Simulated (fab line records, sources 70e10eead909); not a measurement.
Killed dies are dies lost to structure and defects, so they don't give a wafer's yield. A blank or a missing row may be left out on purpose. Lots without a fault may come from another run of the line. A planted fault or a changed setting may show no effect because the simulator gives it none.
Chamber matching | flow nand_harc | NHARC_A_SLIT_ETCH_29 on rie_diel-05: 4 sister chambers
The step etches the open film in CF4/O2, target depth 100 nm, overetch 10 nm, time 55 s. 18 wafers are shown with their chamber, then 9 later ones without.

WAFERS WITH THEIR CHAMBER
wafer  | chamber | showerhead_plenum_p_Torr (Torr) | drypump_motor_current_A (A) | oes_product_au (a.u.)
L077.4 | 2       | 1.30                            | 5.5                         | 0.991
L077.5 | 2       | 1.29                            | 5.5                         | 0.986
L077.6 | 1       | 1.33                            | 5.9                         | 1.007
L074.1 | 3       | 1.43                            | 6.4                         | 1.018
L074.4 | 1       | 1.33                            | 6.0                         | 1.013
L074.6 | 3       | 1.43                            | 6.5                         | 1.021
L075.2 | 0       | 1.33                            | 6.1                         | 1.011
L075.5 | 1       | 1.33                            | 6.0                         | 1.008
L075.6 | 2       | 1.29                            | 5.4                         | 0.998
L076.1 | 0       | 1.33                            | 6.1                         | 1.011
L076.2 | 1       | 1.33                            | 6.0                         | 1.012
L076.5 | 0       | 1.33                            | 6.1                         | 1.006
L081.2 | 3       | 1.43                            | 6.5                         | 1.015
L081.5 | 3       | 1.43                            | 6.5                         | 1.012
L081.6 | 2       | 1.29                            | 5.5                         | 0.993
L082.1 | 2       | 1.29                            | 5.5                         | 1.007
L082.2 | 3       | 1.43                            | 6.4                         | 1.007
L082.4 | 1       | 1.33                            | 6.0                         | 1.008

SIGNATURES (means of the wafers above)
reading                  | chamber 0 | chamber 1 | chamber 2 | chamber 3 | scatter within a chamber
showerhead_plenum_p_Torr | 1.3300    | 1.3300    | 1.2920    | 1.4300    | 0.00239
drypump_motor_current_A  | 6.100     | 5.980     | 5.480     | 6.460     | 0.0447
oes_product_au           | 1.00933   | 1.00960   | 0.99500   | 1.01460   | 0.00546
Rule: a wafer's distance from a chamber is the root of the sum, over the readings, of the square of ((its reading less the chamber's mean) divided by the reading's scatter). The wafer belongs to the nearest chamber; if the next one is less than 2 further off, it can't be placed. The scatter: the root of (the sum of the squares of (reading less its chamber's mean) over the shown wafers, divided by (wafers less chambers)).

WAFERS WITHOUT THEIR CHAMBER
wafer  | showerhead_plenum_p_Torr (Torr) | drypump_motor_current_A (A) | oes_product_au (a.u.)
L085.1 | 1.29                            | 5.5                         | 0.989
L085.3 | 1.33                            | 6.1                         | 0.996
L085.4 | 1.33                            | 5.9                         | 1.010
L088.1 | 1.33                            | 6.1                         | 1.017
L088.5 | 1.33                            | 5.9                         | 1.015
L088.6 | 1.29                            | 5.5                         | 1.015
L092.1 | 1.29                            | 5.5                         | 1.014
L092.3 | 1.43                            | 6.5                         | 1.006
L092.4 | 1.33                            | 5.9                         | 1.005

WHICH CHAMBER EACH WENT THROUGH
wafer  | from the rows above     | in truth
L085.1 | 2                       | 2
L085.3 | can't be placed: 0 or 1 | 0
L085.4 | 1                       | 1
L088.1 | can't be placed: 0 or 1 | 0
L088.5 | 1                       | 1
L088.6 | 2                       | 2
L092.1 | 2                       | 2
L092.3 | 3                       | 3
L092.4 | 1                       | 1
Placed correctly: 7 of 9. Can't be placed from these rows: 2 (the true chamber is among the candidates in 2). Placed wrongly: 0.
